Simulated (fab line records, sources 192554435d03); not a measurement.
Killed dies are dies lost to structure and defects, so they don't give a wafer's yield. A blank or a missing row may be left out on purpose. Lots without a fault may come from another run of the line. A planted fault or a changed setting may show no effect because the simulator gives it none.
fab line records | flow n5_finfet
record lots=3 wafers=9 last_day=17
route steps=1938 shown BEOL_M3@1011 BEOL_M4@1021
lots that met no fault: from a run of the same line without faults
start_h: hours from the record's first day to the start of the lot's first wafer shown | wait_h: hours since the lot's step before | " the same as in the row above | L1.1+2: a row that stands for several wafers | - no value, or no start given | * or withheld: withheld | < > ~ a bound
route shown NAME@n: a module of which the file shows steps, and the number in the route of the first | usual: mean/standard deviation of fault-free wafers | same: alike in all rows | chamber/n: place in a boat | sites: the reading at each site | _std_site: their standard deviation | _edge_site: outer sites' mean less inner sites' | radius_mm: how far each site lies from the wafer's centre | mask NAME#n: copy n | behind: the tool/chamber that last shaped the wafer | hold: why the lot was held/for how many hours/how that ended | device: the transistor (n, p or np) that didn't switch | end of line: the same wafers' tests at the end of the route | a step without rows: its recipe alone | killed: dies lost to structure and defects at the first sort, not the wafer's yield | map: a wafer's dies, x killed, . not, _ none there
set.NAME: the setting as run; set.NAME@STEP: as run at that earlier step | model.NAME: the simulator's own value behind a step, which no gauge read
lots at some steps of the route; a table a step, a row a wafer
services: from which hour (start_h, from the record's first day; less than 0 if before it) a tool's chamber was out of use, for how many hours, and why
## steps
# step N5_BEOL_M3_ECD_50
# recipe material=Cu target_thk_a=3000
# step N5_BEOL_M3_ANNEAL_51
# recipe temp_c=225 time_s=90 ambient=N2
# step N5_BEOL_M3_CMP_52
# recipe stop_on=SiOC t_overpolish_s=6.8 down_force_psi=1 platen_rpm=50 clearing_platen_down_force_psi=1.5 clearing_platen_rpm=50 post_cmp_clean=cu_alkaline target_thk_nm=40 clearing_platen_pad_velocity_m_s=0.99484 pad_velocity_m_s=0.99484
# step N5_BEOL_M3_PRE_CLEAN_60
# recipe gas=NH3/H2 time_s=15 temp_c=* rf_power_w=300
# step N5_BEOL_M3_CO_CAP_55
# recipe material=Co target_thk_a=20 temp_c=200 precursor=CCTBA/H2 pressure_torr=30 time_s=102.1
# step N5_BEOL_M3_PRE_CLEAN_56
# recipe gas=NH3 time_s=15 temp_c=withheld rf_power_w=300
# step N5_BEOL_M3_DEP_57
# recipe material=SiCN target_thk_a=80 temp_c=withheld precursor=3MS/NH3 pressure_torr=3 rf_w=202 time_s=14
# step N5_BEOL_M4_ILD_DEP_00
# recipe material=SiOC target_thk_a=790 temp_c=350 precursor=DEMS/O2 pressure_torr=5 rf_w=500 time_s=15.3
# step N5_BEOL_M4_PECVD_72
# recipe material=SiO2 target_thk_a=160 temp_c=400 precursor=TEOS/O2 pressure_torr=5.5 rf_w=450 teos_flow_sccm=53.8 gas=O2 flow_sccm=3000 time_s=18
# usual heater_power_w=730/110 showerhead_plenum_p_Torr=8.75/0.046 susceptor_temp_C=400.00/0.24 throttle_valve_pct=21.9/0.85
# columns lot.wafer tool chamber start_h wait_h heater_power_w showerhead_plenum_p_Torr susceptor_temp_C throttle_valve_pct model.SiO2_of_BEOL_M4_PECVD_72.thk_nm
L488.2 pecvd-01 2 172.42 0.0 622 8.77 400.17 19.9 16
L488.4 " 2 " " 609 8.75 399.85 19.7 16.2
L488.6 " 1 " " 600 8.73 400.11 22.5 16.2
L503.1 pecvd-01 0 270.30 0.0 740 8.64 399.88 22.8 16
L503.3 " 1 " " 617 8.74 399.71 22.6 17.8
L503.4 " 0 " " 725 8.63 399.70 22.7 18.2
L505.2 pecvd-04 2 273.99 0.0 766 8.76 399.82 20.3 15.4
L505.5 " 2 " " 742 8.76 399.34 20.6 15.8
L505.6 " 0 " " 626 8.82 399.89 22.6 15.8
# step N5_BEOL_M4_HM_DEP_02
# recipe material=TiN target_thk_a=200 temp_c=25 chamber_pressure_pa=0.49996
# step N5_BEOL_M4_COAT_61
# recipe resist=SOC temp_c=250 time_s=60 spin_rpm=1500 resist_thk_nm=60
# step N5_BEOL_M4_COAT_62
# recipe resist=SiARC temp_c=220 time_s=60 spin_rpm=1500 resist_thk_nm=12
# step N5_BEOL_M4_COAT_73
# recipe resist=underlayer temp_c=205 time_s=60 spin_rpm=1500 resist_thk_nm=5
# step N5_BEOL_M4_COAT_05
# recipe resist=CAR-EUV spin_rpm=1500 resist_thk_nm=30
# step N5_BEOL_M4_EBR_07
# recipe solvent=PGMEA ebr_width_mm=1.5
# step N5_BEOL_M4_SOFTBAKE_06
# recipe temp_c=110 time_s=60 resist=CAR-EUV
# step N5_BEOL_M4_EXPOSE_08
# recipe mask_id=M4 na=0.33 source_shape=dipole sigma_inner=0.369 sigma_outer=0.767 polarization=unpolarized dose_mj=41.25
# step N5_BEOL_M4_PEB_09
# recipe peb_temp_c=100 peb_time_s=60 resist=CAR-EUV
# step N5_BEOL_M4_DEVELOP_10
# recipe develop_time_s=30 developer=TMAH resist=CAR-EUV rinse_liquid=surfactant_rinse dry=air_spin dev_temp_c=23
# step N5_BEOL_M4_DESCUM_16
# recipe chemistry=O2 time_s=7 source_power_w=50 bias_power_w=20 pressure_mtorr=20 rf_frequency_hz=2.712e+07 temp_c=40 resist=CAR-EUV o2_flow_sccm=225
# step N5_BEOL_M4_ETCH_74
# recipe chemistry=N2/H2 target=underlayer target_depth_a=65 mask_material=CAR-EUV time_s=5.2 ion_energy_ev=200 pressure_mtorr=30 source_w=840 bias_w=150 n2_flow_sccm=200 h2_flow_sccm=200 ends=cleared
# step N5_BEOL_M4_ETCH_63
# recipe chemistry=CF4 target=SiARC target_depth_a=156 mask_material=CAR-EUV time_s=26 ion_energy_ev=80 pressure_mtorr=40 source_w=545 bias_w=36 Ar_flow_sccm=100 cf4_flow_sccm=100 ends=cleared
# step N5_BEOL_M4_ETCH_64
# recipe chemistry=N2/H2 target=SOC target_depth_a=750 overetch_a=225 mask_material=SiARC temp_c=40 time_s=121.9 ion_energy_ev=200 pressure_mtorr=30 source_w=840 bias_w=150 n2_flow_sccm=200 h2_flow_sccm=200
# step N5_BEOL_M4_STRIP_65
# recipe chemistry=N2/H2 temp_c=40 n2_flow_sccm=200 h2_flow_sccm=200 rf_frequency_hz=6e+07
# step N5_BEOL_M4_STRIP_75
# recipe chemistry=N2/H2 temp_c=40 n2_flow_sccm=200 h2_flow_sccm=200 rf_frequency_hz=6e+07
# step N5_BEOL_M4_STRIP_66
# recipe chemistry=CF4 resist=SiARC power_w=300 bias_power_w=75 pressure_mtorr=50 cf4_flow_sccm=150 rf_frequency_hz=6e+07
# step N5_BEOL_M4_HM_OPEN_17
# recipe chemistry=Cl2/BCl3 target_depth_a=200 overetch_a=60 target=TiN mask_material=SOC ion_energy_ev=150 pressure_mtorr=10 icp_w=1000 bias_w=126 Cl2_flow_sccm=53.25 bcl3_flow_sccm=21.75 Ar_flow_sccm=25
# step N5_BEOL_M4_STRIP_19
# recipe chemistry=O2 power_w=400 temp_c=40 pressure_mtorr=30 rf_frequency_hz=6e+07 bias_power_w=0 overash_fraction=0.2 o2_flow_sccm=225
# step N5_BEOL_M4_COAT_67
# recipe resist=SOC temp_c=250 time_s=60 spin_rpm=1500 resist_thk_nm=60
# step N5_BEOL_M4_COAT_68
# recipe resist=SiARC temp_c=220 time_s=60 spin_rpm=1500 resist_thk_nm=12
# step N5_BEOL_M4_COAT_76
# recipe resist=underlayer temp_c=205 time_s=60 spin_rpm=1500 resist_thk_nm=5
# step N5_BEOL_M4_COAT_22
# recipe resist=CAR-EUV spin_rpm=1500 resist_thk_nm=30
# step N5_BEOL_M4_EBR_24
# recipe solvent=PGMEA ebr_width_mm=1.5
# step N5_BEOL_M4_SOFTBAKE_23
# recipe temp_c=110 time_s=60 resist=CAR-EUV
# step N5_BEOL_M4_HM_STRIP_39
# recipe chemistry=peroxide_tin_strip material=TiN target_depth_a=250 temp_c=50 time_s=158
# columns lot.wafer tool chamber start_h wait_h model.SiO2_of_BEOL_M4_PECVD_72.thk_nm
L488.2 wet_bench-03 3 175.64 0.0 15.8
L488.4 " 5 " " 16.2
L488.6 " 1 " " 16
L503.1 wet_bench-01 7 284.59 0.0 15.8
L503.3 " 2 " " 17.6
L503.4 " 5 " " 18
L505.2 wet_bench-03 1 292.91 0.0 15.4
L505.5+6 " 4,5 " " 15.6
# step N5_BEOL_M4_CMP_52
# recipe stop_on=SiOC t_overpolish_s=6.8 down_force_psi=1 platen_rpm=50 clearing_platen_down_force_psi=1.5 clearing_platen_rpm=50 post_cmp_clean=cu_alkaline target_thk_nm=40 clearing_platen_pad_velocity_m_s=0.99484 pad_velocity_m_s=0.99484
# usual barrier_field_endpoint_s=24.6/0.66 motor_current_A=5.9/0.42
# columns lot.wafer tool chamber start_h wait_h barrier_field_endpoint_s motor_current_A
L488.2 cmp-03 2 180.96 0.3 24.9 6.4
L488.4 " 3 " " 23.7 5.7
L488.6 " 0 " " 24.2 5.6
L503.1 cmp-02 2 288.86 0.3 24.7 6.2
L503.3 " 0 " " 26.6 5.4
L503.4 " 1 " " 26.9 6.0
L505.2 cmp-04 1 296.01 0.2 24.2 5.8
L505.5 " 1 " " 23.6 5.6
L505.6 " 2 " " 25.0 6.1
# step N5_BEOL_M4_RC_MEAS_101
# usual DIBL_N=36.0/1.7 DIBL_P=36.0/2 IOFF_N=0.156/0.028 IOFF_P=0.21/0.04 ION_N=673/12 ION_P=463/8.3 SS_N=71.4/0.6 SS_P=73.3/0.66 VT_N=250/3 VT_P=-250/3.8
# columns lot.wafer tool chamber start_h wait_h DIBL_N[mV/V] DIBL_P[mV/V] IOFF_N[nA/um] IOFF_P[nA/um] ION_N[uA/um] ION_P[uA/um] SS_N[mV/dec] SS_P[mV/dec] VT_N[mV] VT_P[mV]
L488.2 prober-01 0 181.66 0.2 36.5 37.9 0.164 0.24 667 462 71.3 73.4 252 -248
L488.4 " 0 " " 35.1 36.4 0.134 0.22 671 469 71.3 72.9 253 -248
L488.6 " 0 " " 35.4 37.0 0.144 0.23 671 469 71.8 73.0 250 -248
L503.1 prober-02 0 289.46 0.0 36.7 36.6 0.148 0.21 660 449 70.5 74.0 249 -251
L503.3 " 0 " " 35.5 36.0 0.147 0.20 680 464 70.5 73.3 249 -251
L503.4 " 0 " " 34.5 33.5 0.130 0.17 662 452 70.3 72.1 253 -253
L505.2 prober-02 0 296.77 0.2 36.9 37.8 0.172 0.25 665 457 71.5 73.4 248 -247
L505.5 " 0 " " 34.1 34.9 0.133 0.20 667 469 70.3 73.2 250 -247
L505.6 " 0 " " 35.9 36.5 0.173 0.23 667 461 71.0 73.6 246 -245
## services
# columns tool chamber start_h hours kind
cmp-04 - 152.57 1.3 repair
pecvd-01 0 166.99 2.1 scheduled_down
cmp-04 - 176.96 4.8 pm
cmp-02 - 179.48 2.3 repair
cmp-03 - 219.00 2.2 repair
cmp-04 - 223.57 4.0 pm
cmp-04 - 227.57 - consumable_replace:conditioner
cmp-04 - 227.57 - consumable_replace:pad
cmp-02 - 240.06 4.0 pm
cmp-02 - 244.06 - consumable_replace:conditioner
cmp-02 - 244.06 - consumable_replace:pad
cmp-04 - 247.54 5.0 repair
pecvd-04 1 265.09 6.4 repair
pecvd-04 0 266.24 2.1 scheduled_down
## key
first_sign step=N5_BEOL_M4_CMP_52 reading=barrier_field_endpoint_s direction=up sigmas=3.3 usual=24.6 struck=26.8
effect none on later readings
model_effect step=N5_BEOL_M4_PECVD_72 value=SiO2_of_BEOL_M4_PECVD_72.thk_nm without=16.2 struck=18
model_effect step=N5_BEOL_M4_HM_STRIP_39 value=SiO2_of_BEOL_M4_PECVD_72.thk_nm without=16.1 struck=17.8
met_at N5_BEOL_M4_PECVD_72
struck_wafers L503.3,L503.4
onset_between 172.42 270.30
fault kind=process_parameter_drift tool=pecvd-01 chamber=- onset_h=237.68 steps=N5_BEOL_M4_PECVD_72 channel=time_s offset=* shape=step end_h=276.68 scope=struck_wafers_only acts_in=* stated=*
